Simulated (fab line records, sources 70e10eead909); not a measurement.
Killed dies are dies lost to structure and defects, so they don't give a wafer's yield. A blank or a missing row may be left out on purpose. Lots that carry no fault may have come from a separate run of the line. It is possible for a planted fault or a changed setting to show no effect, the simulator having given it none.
Which of the tools did it? :: flow nand-harc :: Sampling: 24 lots, 72 wafers, 4 of 1302 route steps

WHAT THE GAUGES READ, wafer by wafer
NHARC_A_SGD_CUT_INSPECT_25.
lot: L075
measured: day 19 22:19
on: defect-inspect-02
raw-defect-count: 331 346 494

lot: L074
measured: day 19 22:22
on: defect-inspect-01
raw-defect-count: 531 497 540

lot: L076
measured: day 20 10:50
on: defect-inspect-01
raw-defect-count: 613 496 557

lot: L078
measured: day 20 17:00
on: defect-inspect-01
raw-defect-count: 317 316 286

lot: L077
measured: day 20 16:59
on: defect-inspect-01
raw-defect-count: 393 403 300

lot: L079
measured: day 21 12:40
on: defect-inspect-02
raw-defect-count: 377 214 361

lot: L080
measured: day 22 01:16
on: defect-inspect-02
raw-defect-count: 434 390 400

lot: L081
measured: day 22 17:23
on: defect-inspect-01
raw-defect-count: 660 689 454

lot: L082
measured: day 22 17:26
on: defect-inspect-02
raw-defect-count: 391 306 275

lot: L083
measured: day 23 02:26
on: defect-inspect-01
raw-defect-count: 359 452 406

lot: L084
measured: day 23 15:58
on: defect-inspect-01
raw-defect-count: 340 322 365

lot: L085
measured: day 23 22:57
on: defect-inspect-02
raw-defect-count: 335 515 403

lot: L086
measured: day 24 17:47
on: defect-inspect-02
raw-defect-count: 400 421 286

lot: L087
measured: day 25 15:07
on: defect-inspect-02
raw-defect-count: 318 290 297

lot: L088
measured: day 25 15:13
on: defect-inspect-01
raw-defect-count: 443 341 319

lot: L089
measured: day 25 15:38
on: defect-inspect-02
raw-defect-count: 445 357 368

lot: L090
measured: day 26 03:40
on: defect-inspect-01
raw-defect-count: 230 291 246

lot: L091
measured: day 26 19:38
on: defect-inspect-02
raw-defect-count: 451 415 412

lot: L092
measured: day 27 12:07
on: defect-inspect-02
raw-defect-count: 339 307 392

lot: L094
measured: day 27 12:06
on: defect-inspect-01
raw-defect-count: 557 373 439

lot: L093
measured: day 27 12:08
on: defect-inspect-01
raw-defect-count: 348 377 459

lot: L096
measured: day 28 14:52
on: defect-inspect-02
raw-defect-count: 354 334 260

lot: L095
measured: day 28 14:51
on: defect-inspect-01
raw-defect-count: 301 349 337

lot: L097
measured: day 29 14:26
on: defect-inspect-02
raw-defect-count: 355 431 334

NHARC_A_SLIT_OVL_MEAS_10.
lot: L075
measured: day 20 05:29
on: overlay-01
overlay-x-nm (nm): -1.3 -1.1 -1.1
overlay-y-nm (nm): 0.9 0.9 1.3

lot: L074
measured: day 20 05:52
on: overlay-01
overlay-x-nm (nm): 1.8 1.3 1.2
overlay-y-nm (nm): 1.1 0.7 0.9

lot: L076
measured: day 20 15:40
on: overlay-02
overlay-x-nm (nm): 0.2 0.1 -0.2
overlay-y-nm (nm): 0.6 0.3 -0.4

lot: L078
measured: day 21 01:26
on: overlay-01
overlay-x-nm (nm): -1.2 -0.2 -0.6
overlay-y-nm (nm): -0.6 -0.6 -0.3

lot: L077
measured: day 20 23:27
on: overlay-01
overlay-x-nm (nm): 1.0 1.3 0.9
overlay-y-nm (nm): 1.0 0.7 0.8

lot: L079
measured: day 21 17:37
on: overlay-02
overlay-x-nm (nm): -0.7 -0.6 -0.1
overlay-y-nm (nm): 0.6 0.7 0.7

lot: L080
measured: day 22 06:14
on: overlay-02
overlay-x-nm (nm): 0.5 0.9 0.2
overlay-y-nm (nm): 0.6 0.8 1.3

lot: L081
measured: day 22 22:18
on: overlay-02
overlay-x-nm (nm): 1.0 0.4 0.7
overlay-y-nm (nm): 0.4 0.4 0.9

lot: L082
measured: day 22 23:16
on: overlay-01
overlay-x-nm (nm): 0.2 0.9 0.5
overlay-y-nm (nm): 1.4 0.2 0.6

lot: L083
measured: day 23 09:13
on: overlay-02
overlay-x-nm (nm): -0.5 -0.6 -0.5
overlay-y-nm (nm): 0.9 0.5 0.0

lot: L084
measured: day 23 20:57
on: overlay-02
overlay-x-nm (nm): 1.2 0.4 0.5
overlay-y-nm (nm): -0.2 -0.2 0.0

lot: L085
measured: day 24 03:50
on: overlay-02
overlay-x-nm (nm): -0.7 -1.0 -0.6
overlay-y-nm (nm): -1.8 -2.0 -2.1

lot: L086
measured: day 24 22:44
on: overlay-02
overlay-x-nm (nm): -0.1 0.2 0.1
overlay-y-nm (nm): -1.0 -0.7 -0.6

lot: L087
measured: day 25 20:34
on: overlay-02
overlay-x-nm (nm): -0.3 0.3 0.0
overlay-y-nm (nm): 0.1 0.8 0.5

lot: L088
measured: day 25 21:05
on: overlay-02
overlay-x-nm (nm): 0.8 0.9 0.7
overlay-y-nm (nm): -0.4 -0.6 -0.6

lot: L089
measured: day 25 21:49
on: overlay-02
overlay-x-nm (nm): -1.2 -1.0 -1.5
overlay-y-nm (nm): -1.2 -1.0 -0.8

lot: L090
measured: day 26 08:35
on: overlay-02
overlay-x-nm (nm): -1.2 -1.2 -1.4
overlay-y-nm (nm): -0.2 -0.7 0.1

lot: L091
measured: day 27 03:59
on: overlay-02
overlay-x-nm (nm): 0.2 -0.7 -0.5
overlay-y-nm (nm): 1.5 1.5 0.9

lot: L092
measured: day 27 17:17
on: overlay-02
overlay-x-nm (nm): -1.8 -2.2 -2.1
overlay-y-nm (nm): 1.3 1.2 1.3

lot: L094
measured: day 27 17:07
on: overlay-01
overlay-x-nm (nm): 1.9 1.4 1.3
overlay-y-nm (nm): 0.5 0.8 0.3

lot: L093
measured: day 27 19:34
on: overlay-02
overlay-x-nm (nm): -1.5 -1.0 -1.5
overlay-y-nm (nm): 0.6 0.7 1.2

lot: L096
measured: day 28 20:47
on: overlay-01
overlay-x-nm (nm): 0.8 1.2 1.2
overlay-y-nm (nm): -0.7 -0.7 -0.4

lot: L095
measured: day 28 19:58
on: overlay-02
overlay-x-nm (nm): -0.3 -0.2 0.1
overlay-y-nm (nm): 1.6 1.9 1.2

lot: L097
measured: day 29 19:15
on: overlay-02
overlay-x-nm (nm): 0.2 -0.5 -0.2
overlay-y-nm (nm): -0.6 -0.5 -0.4

WHAT TOOL EACH LOT RAN ON (gives the tool, then ch and the chambers of the sampled wafers, and finally the start)
lot: L075
NHARC_A_SGD_CUT_ETCHBACK_24: rie-diel-08 ch 0,2, day 19 22:05
NHARC_A_SLIT_DEP_00: acl-dep-01 ch 0, day 20 01:41

lot: L074
NHARC_A_SGD_CUT_ETCHBACK_24: rie-diel-03 ch 0,3, day 19 22:08
NHARC_A_SLIT_DEP_00: acl-dep-03 ch 0, day 20 01:53

lot: L076
NHARC_A_SGD_CUT_ETCHBACK_24: rie-diel-06 ch 0,1,2, day 20 10:34
NHARC_A_SLIT_DEP_00: acl-dep-03 ch 0, day 20 11:14

lot: L078
NHARC_A_SGD_CUT_ETCHBACK_24: rie-diel-08 ch 0,1,2, day 20 16:44
NHARC_A_SLIT_DEP_00: acl-dep-02 ch 0, day 20 21:38

lot: L077
NHARC_A_SGD_CUT_ETCHBACK_24: rie-diel-03 ch 0,2,3, day 20 16:44
NHARC_A_SLIT_DEP_00: acl-dep-03 ch 0, day 20 18:53

lot: L079
NHARC_A_SGD_CUT_ETCHBACK_24: rie-diel-08 ch 0,1,2, day 21 12:25
NHARC_A_SLIT_DEP_00: acl-dep-02 ch 0, day 21 13:09

lot: L080
NHARC_A_SGD_CUT_ETCHBACK_24: rie-diel-08 ch 2,3, day 22 01:02
NHARC_A_SLIT_DEP_00: acl-dep-03 ch 0, day 22 01:40

lot: L081
NHARC_A_SGD_CUT_ETCHBACK_24: rie-diel-06 ch 0,1,3, day 22 17:08
NHARC_A_SLIT_DEP_00: acl-dep-01 ch 0, day 22 17:47

lot: L082
NHARC_A_SGD_CUT_ETCHBACK_24: rie-diel-03 ch 0,2,3, day 22 17:14
NHARC_A_SLIT_DEP_00: acl-dep-02 ch 0, day 22 20:38

lot: L083
NHARC_A_SGD_CUT_ETCHBACK_24: rie-diel-06 ch 1,2, day 23 02:11
NHARC_A_SLIT_DEP_00: acl-dep-03 ch 0, day 23 05:56

lot: L084
NHARC_A_SGD_CUT_ETCHBACK_24: rie-diel-08 ch 1,2, day 23 15:43
NHARC_A_SLIT_DEP_00: acl-dep-02 ch 0, day 23 17:00

lot: L085
NHARC_A_SGD_CUT_ETCHBACK_24: rie-diel-06 ch 0,2, day 23 22:42
NHARC_A_SLIT_DEP_00: acl-dep-03 ch 0, day 24 00:37

lot: L086
NHARC_A_SGD_CUT_ETCHBACK_24: rie-diel-08 ch 0,1,2, day 24 17:34
NHARC_A_SLIT_DEP_00: acl-dep-03 ch 0, day 24 18:12

lot: L087
NHARC_A_SGD_CUT_ETCHBACK_24: rie-diel-03 ch 0,2,3, day 25 14:52
NHARC_A_SLIT_DEP_00: acl-dep-01 ch 0, day 25 16:05

lot: L088
NHARC_A_SGD_CUT_ETCHBACK_24: rie-diel-08 ch 0,1, day 25 14:52
NHARC_A_SLIT_DEP_00: acl-dep-02 ch 0, day 25 16:37

lot: L089
NHARC_A_SGD_CUT_ETCHBACK_24: rie-diel-06 ch 0,2,3, day 25 14:53
NHARC_A_SLIT_DEP_00: acl-dep-03 ch 0, day 25 18:01

lot: L090
NHARC_A_SGD_CUT_ETCHBACK_24: rie-diel-03 ch 0,1,3, day 26 03:27
NHARC_A_SLIT_DEP_00: acl-dep-01 ch 0, day 26 04:04

lot: L091
NHARC_A_SGD_CUT_ETCHBACK_24: rie-diel-08 ch 1,2,3, day 26 19:24
NHARC_A_SLIT_DEP_00: acl-dep-01 ch 0, day 27 00:05

lot: L092
NHARC_A_SGD_CUT_ETCHBACK_24: rie-diel-03 ch 1,2,3, day 27 11:51
NHARC_A_SLIT_DEP_00: acl-dep-01 ch 0, day 27 12:38

lot: L094
NHARC_A_SGD_CUT_ETCHBACK_24: rie-diel-06 ch 0,2,3, day 27 11:52
NHARC_A_SLIT_DEP_00: acl-dep-03 ch 0, day 27 12:31

lot: L093
NHARC_A_SGD_CUT_ETCHBACK_24: rie-diel-08 ch 0,3, day 27 11:53
NHARC_A_SLIT_DEP_00: acl-dep-02 ch 0, day 27 16:16

lot: L096
NHARC_A_SGD_CUT_ETCHBACK_24: rie-diel-08 ch 1,2, day 28 14:35
NHARC_A_SLIT_DEP_00: acl-dep-01 ch 0, day 28 16:20

lot: L095
NHARC_A_SGD_CUT_ETCHBACK_24: rie-diel-03 ch 1,2, day 28 14:37
NHARC_A_SLIT_DEP_00: acl-dep-02 ch 0, day 28 17:23

lot: L097
NHARC_A_SGD_CUT_ETCHBACK_24: rie-diel-08 ch 0,1,2, day 29 14:12
NHARC_A_SLIT_DEP_00: acl-dep-03 ch 0, day 29 15:28
- NHARC_A_SGD_CUT_ETCHBACK_24: etches the open film in CH3F/O2, target depth 50 nm, time 92.857 s.
- NHARC_A_SLIT_DEP_00: deposits aC, target thk 6200 nm.

AS READ BY THE TOOLS THEMSELVES (means over the sampled wafers that have a number; for cases with no such wafer, the mark the record gives instead)
NHARC_A_SGD_CUT_ETCHBACK_24.
lot: L075
tool: rie-diel-08
drypump-motor-current-A (A): 5.8
mfc-ar-sccm (sccm): 200.0
oes-product-au (a.u.): 0.93
rf-vpp-V (V): 243.3
showerhead-plenum-p-Torr (Torr): 2.36
throttle-valve-pct (%): 20.661

lot: L074
tool: rie-diel-03
drypump-motor-current-A (A): 5.8
mfc-ar-sccm (sccm): 199.4
oes-product-au (a.u.): 0.99
rf-vpp-V (V): 245.0
showerhead-plenum-p-Torr (Torr): 2.55
throttle-valve-pct (%): 20.659

lot: L076
tool: rie-diel-06
drypump-motor-current-A (A): 6.1
mfc-ar-sccm (sccm): 200.1
oes-product-au (a.u.): 0.92
rf-vpp-V (V): 244.3
showerhead-plenum-p-Torr (Torr): 2.46
throttle-valve-pct (%): 20.667

lot: L078
tool: rie-diel-08
drypump-motor-current-A (A): 5.8
mfc-ar-sccm (sccm): 199.8
oes-product-au (a.u.): 1.01
rf-vpp-V (V): 242.4
showerhead-plenum-p-Torr (Torr): 2.35
throttle-valve-pct (%): 20.661

lot: L077
tool: rie-diel-03
drypump-motor-current-A (A): 5.5
mfc-ar-sccm (sccm): 199.7
oes-product-au (a.u.): 1.00
rf-vpp-V (V): 245.0
showerhead-plenum-p-Torr (Torr): 2.57
throttle-valve-pct (%): 20.670

lot: L079
tool: rie-diel-08
drypump-motor-current-A (A): 5.8
mfc-ar-sccm (sccm): 199.5
oes-product-au (a.u.): 1.00
rf-vpp-V (V): 243.0
showerhead-plenum-p-Torr (Torr): 2.35
throttle-valve-pct (%): 20.661

lot: L080
tool: rie-diel-08
drypump-motor-current-A (A): 5.7
mfc-ar-sccm (sccm): 199.4
oes-product-au (a.u.): 0.96
rf-vpp-V (V): 242.8
showerhead-plenum-p-Torr (Torr): 2.36
throttle-valve-pct (%): 20.658

lot: L081
tool: rie-diel-06
drypump-motor-current-A (A): 5.8
mfc-ar-sccm (sccm): 199.6
oes-product-au (a.u.): 0.95
rf-vpp-V (V): 245.1
showerhead-plenum-p-Torr (Torr): 2.49
throttle-valve-pct (%): 20.657

lot: L082
tool: rie-diel-03
drypump-motor-current-A (A): 5.5
mfc-ar-sccm (sccm): 199.9
oes-product-au (a.u.): 0.92
rf-vpp-V (V): 245.2
showerhead-plenum-p-Torr (Torr): 2.57
throttle-valve-pct (%): 20.666

lot: L083
tool: rie-diel-06
drypump-motor-current-A (A): 6.0
mfc-ar-sccm (sccm): 200.5
oes-product-au (a.u.): 0.93
rf-vpp-V (V): 245.3
showerhead-plenum-p-Torr (Torr): 2.49
throttle-valve-pct (%): 20.663

lot: L084
tool: rie-diel-08
drypump-motor-current-A (A): 5.9
mfc-ar-sccm (sccm): 200.0
oes-product-au (a.u.): 0.99
rf-vpp-V (V): 243.0
showerhead-plenum-p-Torr (Torr): 2.35
throttle-valve-pct (%): 20.659

lot: L085
tool: rie-diel-06
drypump-motor-current-A (A): 6.4
mfc-ar-sccm (sccm): 200.0
oes-product-au (a.u.): 0.92
rf-vpp-V (V): 243.8
showerhead-plenum-p-Torr (Torr): 2.39
throttle-valve-pct (%): 20.664

lot: L086
tool: rie-diel-08
drypump-motor-current-A (A): 5.8
mfc-ar-sccm (sccm): 199.9
oes-product-au (a.u.): 1.01
rf-vpp-V (V): 242.9
showerhead-plenum-p-Torr (Torr): 2.35
throttle-valve-pct (%): 20.668

lot: L087
tool: rie-diel-03
drypump-motor-current-A (A): 5.5
mfc-ar-sccm (sccm): 199.7
oes-product-au (a.u.): 0.92
rf-vpp-V (V): 245.7
showerhead-plenum-p-Torr (Torr): 2.56
throttle-valve-pct (%): 20.671

lot: L088
tool: rie-diel-08
drypump-motor-current-A (A): 6.0
mfc-ar-sccm (sccm): 200.1
oes-product-au (a.u.): 0.93
rf-vpp-V (V): 242.1
showerhead-plenum-p-Torr (Torr): 2.30
throttle-valve-pct (%): 20.666

lot: L089
tool: rie-diel-06
drypump-motor-current-A (A): 6.2
mfc-ar-sccm (sccm): 199.6
oes-product-au (a.u.): 0.99
rf-vpp-V (V): 244.0
showerhead-plenum-p-Torr (Torr): 2.42
throttle-valve-pct (%): 20.665

lot: L090
tool: rie-diel-03
drypump-motor-current-A (A): 5.5
mfc-ar-sccm (sccm): 199.8
oes-product-au (a.u.): 1.00
rf-vpp-V (V): 244.8
showerhead-plenum-p-Torr (Torr): 2.49
throttle-valve-pct (%): 20.669

lot: L091
tool: rie-diel-08
drypump-motor-current-A (A): 5.8
mfc-ar-sccm (sccm): 200.1
oes-product-au (a.u.): 0.99
rf-vpp-V (V): 242.8
showerhead-plenum-p-Torr (Torr): 2.35
throttle-valve-pct (%): 20.663

lot: L092
tool: rie-diel-03
drypump-motor-current-A (A): 5.2
mfc-ar-sccm (sccm): 199.9
oes-product-au (a.u.): 1.00
rf-vpp-V (V): 246.1
showerhead-plenum-p-Torr (Torr): 2.51
throttle-valve-pct (%): 20.671

lot: L094
tool: rie-diel-06
drypump-motor-current-A (A): 6.2
mfc-ar-sccm (sccm): 199.7
oes-product-au (a.u.): 0.99
rf-vpp-V (V): 243.5
showerhead-plenum-p-Torr (Torr): 2.42
throttle-valve-pct (%): 20.663

lot: L093
tool: rie-diel-08
drypump-motor-current-A (A): 5.9
mfc-ar-sccm (sccm): 199.8
oes-product-au (a.u.): 1.00
rf-vpp-V (V): 242.0
showerhead-plenum-p-Torr (Torr): 2.30
throttle-valve-pct (%): 20.660

lot: L096
tool: rie-diel-08
drypump-motor-current-A (A): 5.9
mfc-ar-sccm (sccm): 200.1
oes-product-au (a.u.): 1.00
rf-vpp-V (V): 243.3
showerhead-plenum-p-Torr (Torr): 2.35
throttle-valve-pct (%): 20.652

lot: L095
tool: rie-diel-03
drypump-motor-current-A (A): 5.0
mfc-ar-sccm (sccm): 199.7
oes-product-au (a.u.): 0.99
rf-vpp-V (V): 244.1
showerhead-plenum-p-Torr (Torr): 2.46
throttle-valve-pct (%): 20.672

lot: L097
tool: rie-diel-08
drypump-motor-current-A (A): 5.8
mfc-ar-sccm (sccm): 200.6
oes-product-au (a.u.): 0.99
rf-vpp-V (V): 243.3
showerhead-plenum-p-Torr (Torr): 2.35
throttle-valve-pct (%): 20.662

NHARC_A_SLIT_DEP_00.
lot: L075
tool: acl-dep-01
throttle-valve-pct (%): 34.995

lot: L074
tool: acl-dep-03
throttle-valve-pct (%): 35.001

lot: L076
tool: acl-dep-03
throttle-valve-pct (%): 35.000

lot: L078
tool: acl-dep-02
throttle-valve-pct (%): 35.006

lot: L077
tool: acl-dep-03
throttle-valve-pct (%): 34.993

lot: L079
tool: acl-dep-02
throttle-valve-pct (%): 35.006

lot: L080
tool: acl-dep-03
throttle-valve-pct (%): 35.000

lot: L081
tool: acl-dep-01
throttle-valve-pct (%): 35.002

lot: L082
tool: acl-dep-02
throttle-valve-pct (%): 35.014

lot: L083
tool: acl-dep-03
throttle-valve-pct (%): 35.000

lot: L084
tool: acl-dep-02
throttle-valve-pct (%): 35.002

lot: L085
tool: acl-dep-03
throttle-valve-pct (%): 34.995

lot: L086
tool: acl-dep-03
throttle-valve-pct (%): 35.001

lot: L087
tool: acl-dep-01
throttle-valve-pct (%): 35.003

lot: L088
tool: acl-dep-02
throttle-valve-pct (%): 34.992

lot: L089
tool: acl-dep-03
throttle-valve-pct (%): 34.998

lot: L090
tool: acl-dep-01
throttle-valve-pct (%): 34.991

lot: L091
tool: acl-dep-01
throttle-valve-pct (%): 35.010

lot: L092
tool: acl-dep-01
throttle-valve-pct (%): 34.995

lot: L094
tool: acl-dep-03
throttle-valve-pct (%): 35.004

lot: L093
tool: acl-dep-02
throttle-valve-pct (%): 35.009

lot: L096
tool: acl-dep-01
throttle-valve-pct (%): 34.991

lot: L095
tool: acl-dep-02
throttle-valve-pct (%): 35.006

lot: L097
tool: acl-dep-03
throttle-valve-pct (%): 35.004

THE ANSWER, worked out from the rows above alone
Rule: what is usual is taken from the lots themselves. Put in order of their means at a reading, lots are off if they are a third of the lots or fewer, leave a main group of 4 or more, and stand apart from it by a gap of 3 or more times the standard deviation of the main group's means; of several such gaps the widest counts. A main group is skipped when, at the precision printed for the reading in the tables above, its means are all equal. A lot without any number at a reading at which 4 lots or more have one is off too. All remaining lots with rows at the step are treated as sound. First the gauges in route order, then the tools' own readings, where a lot's mean is used as printed above. At the first step where some lot is off, the reading lying furthest off is the one used; lots without a number count as furthest.
No lot is off on any of the readings shown, so nothing can be concluded from this.

WHAT WAS PUT IN BY THE SIMULATOR
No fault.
